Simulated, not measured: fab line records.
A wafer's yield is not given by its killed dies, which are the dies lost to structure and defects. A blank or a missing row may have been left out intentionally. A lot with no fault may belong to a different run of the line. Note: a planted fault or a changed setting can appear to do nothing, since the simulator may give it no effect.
Split-lot study ; flow n5_finfet ; route with 1938 steps; 7 lots, 39 wafers read

THE SPLIT
At N5_FIN_SAQP_HM_DEP_03 (deposits SiNx from SiH4/NH3/N2, target thk 38 nm, time 33.6 s), the setting target_thk_a was moved away from the recipe's 380 angstrom on 9 of the 39 wafers read, by -58.9% to +40.8%. For the rest of the wafers, this setting stayed at what the recipe calls for.

FROM THE SPLIT TO THE READING: what the file shows between them, 8 steps
- N5_FIN_SAQP_THK_MEAS_05
- N5_FIN_SAQP_PECVD_47: deposits a-Si from SiH4/He, target thk 45 nm, time 36.3 s
- N5_FIN_SAQP_PECVD_48: deposits SiNx from SiH4/NH3/N2, target thk 25 nm, time 22.1 s
- N5_FIN_SAQP_MANDREL2_REMOVE_60: chemistry HBr/Cl2/O2, target a-Si, stops on SiNx, bt time 10 s
- N5_FIN_SAQP_HM_OPEN_33: chemistry CH3F/O2, target SiNx, target depth 49.4 nm, time 70.6 s
- N5_FIN_SAQP_ETCH_34: etches SiO2 in C4F6/O2, target depth 45 nm, time 15 s
- N5_FIN_SAQP_STRIP_77: strips in N2/H2, time 90 s
- N5_FIN_SAQP_ETCH_64: etches SiO2 in CF4, target depth 1.5 nm

THE READING
SiNx_of_FIN_SAQP_HM_DEP_03.thk_nm (the simulator's own value, which no gauge read), in nm, at N5_FIN_SAQP_FIN_ETCH_36 (etches the open film in HBr/Cl2/O2, target depth 120 nm, time 50.4 s). No usual value for it is given in the file. Average 21.4 nm, standard deviation 0.52 nm, over the 30 wafers here run with the recipe.

wafer;tool, chamber at the split;target_thk_a as run, angstrom;against the recipe;SiNx_of_FIN_SAQP_HM_DEP_03.thk_nm, nm;against lot-mates on the recipe
L075.2;pecvd-01, 1;380;recipe;21;-
L075.4;pecvd-01, 0;380;recipe;22;-
L075.5;pecvd-01, 2;380;recipe;21.6;-
L077.1;pecvd-01, 1,2;380;recipe;21;-
L077.2;pecvd-01, 0;380;recipe;21;-
L077.5;pecvd-01, 1,2;380;recipe;21;-
L077.3;pecvd-01, 2;380;recipe;19.8;-
L077.4;pecvd-01, 0;380;recipe;21.6;-
L077.6;pecvd-01, 1;380;recipe;21.4;-
L083.1;pecvd-03, 2;380;recipe;21.6;-
L083.3;pecvd-03, 0;380;recipe;21.6;-
L083.2;pecvd-03, 1;380;recipe;21.8;-
L083.4;pecvd-03, 2;380;recipe;22;-
L083.5;pecvd-03, 1;380;recipe;22.4;-
L083.6;pecvd-03, 0;380;recipe;22.4;-
L085.1;pecvd-02, 0;156;-58.9%;0;-21.4
L085.4;pecvd-02, 1;156;-58.9%;0;-21.4
L085.5;pecvd-02, 2;156;-58.9%;0;-21.4
L085.2;pecvd-02, 1;380;recipe;21.4;-
L085.3;pecvd-02, 2;380;recipe;21.6;-
L085.6;pecvd-02, 0;380;recipe;21.2;-
L086.1;pecvd-01, 0;380;recipe;21.4;-
L086.2;pecvd-01, 1;535.2;+40.8%;36;+14.6
L086.3;pecvd-01, 1;535.2;+40.8%;36.6;+15.2
L086.4;pecvd-01, 0;380;recipe;21.2;-
L086.5;pecvd-01, 0;535.2;+40.8%;37;+15.6
L086.6;pecvd-01, 1;380;recipe;21.6;-
L089.1;pecvd-02, 0;380;recipe;20.6;-
L089.2;pecvd-02, 1;380;recipe;20.8;-
L089.3;pecvd-02, 2;380;recipe;21.2;-
L089.5;pecvd-02, 0;380;recipe;21.2;-
L089.4;pecvd-02, 1;380;recipe;21.8;-
L089.6;pecvd-02, 2;380;recipe;22;-
L095.1;pecvd-03, 0;380;recipe;21.2;-
L095.4;pecvd-03, 0;380;recipe;21.2;-
L095.2;pecvd-03, 1;380;recipe;21.4;-
L095.3;pecvd-03, 2;189.4;-50.2%;2;-19.3
L095.5;pecvd-03, 2;189.4;-50.2%;2;-19.3
L095.6;pecvd-03, 1;189.4;-50.2%;2.8;-18.5
When a row names more than one chamber, that row covers several wafers, and the file does not tell which wafer ran in which chamber.

THE FIT
A straight line over all 39 wafers: SiNx_of_FIN_SAQP_HM_DEP_03.thk_nm changes by +0.371 nm for each +1% of target_thk_a; r = +1.00; the points scatter about the line by 0.53 nm.
The same after taking each lot's own level away (the mean of its wafers on the recipe; 39 wafers): +0.37 nm for each +1%; r = +1.00; scatter 0.43 nm.
That fit puts the effect of the largest move of target_thk_a on the reading at 22 nm.
Measured against the standard deviation above, the lots' own levels, which go from 20.97 to 21.97 nm, span 1.9 times it.
Hence the lot-to-lot level has little effect on the slope; both slopes agree.
Check: for one of the wafers moved furthest among these (-58.9%), held out of the fit, the line's prediction against its lot-mates is -21.9 nm. Against them it came out at -21.4 nm.

THE WHOLE CHAIN: every reading that the file lists as answering this split, in the file's order
step;what it does;reading;change (the file's fit);r (the file's)
N5_FIN_SAQP_HM_DEP_03;deposits SiNx from SiH4/NH3/N2, target thk 38 nm, time 33.6 s;SiNx_of_FIN_SAQP_HM_DEP_03.thk_nm (the simulator's own value, which no gauge read);+0.377 nm for each +1% of the setting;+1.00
N5_FIN_SAQP_THK_MEAS_05;;thk_nm;withheld for each +1% of the setting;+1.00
N5_FIN_SAQP_HM_OPEN_33;chemistry CH3F/O2, target SiNx, target depth 49.4 nm, time 70.6 s;etch_rf_on_time_s;withheld for each +1% of the setting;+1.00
N5_FIN_SAQP_HM_OPEN_33;chemistry CH3F/O2, target SiNx, target depth 49.4 nm, time 70.6 s;etch.depth_nm (the simulator's own value, which no gauge read);+0.377 nm for each +1% of the setting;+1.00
N5_FIN_SAQP_FIN_ETCH_36;etches the open film in HBr/Cl2/O2, target depth 120 nm, time 50.4 s;SiNx_of_FIN_SAQP_HM_DEP_03.thk_nm (the simulator's own value, which no gauge read);+0.37 nm for each +1% of the setting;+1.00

THE FILE'S OWN FIT
SiNx_of_FIN_SAQP_HM_DEP_03.thk_nm changes by +0.37 nm for each +1% of target_thk_a, r = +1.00.
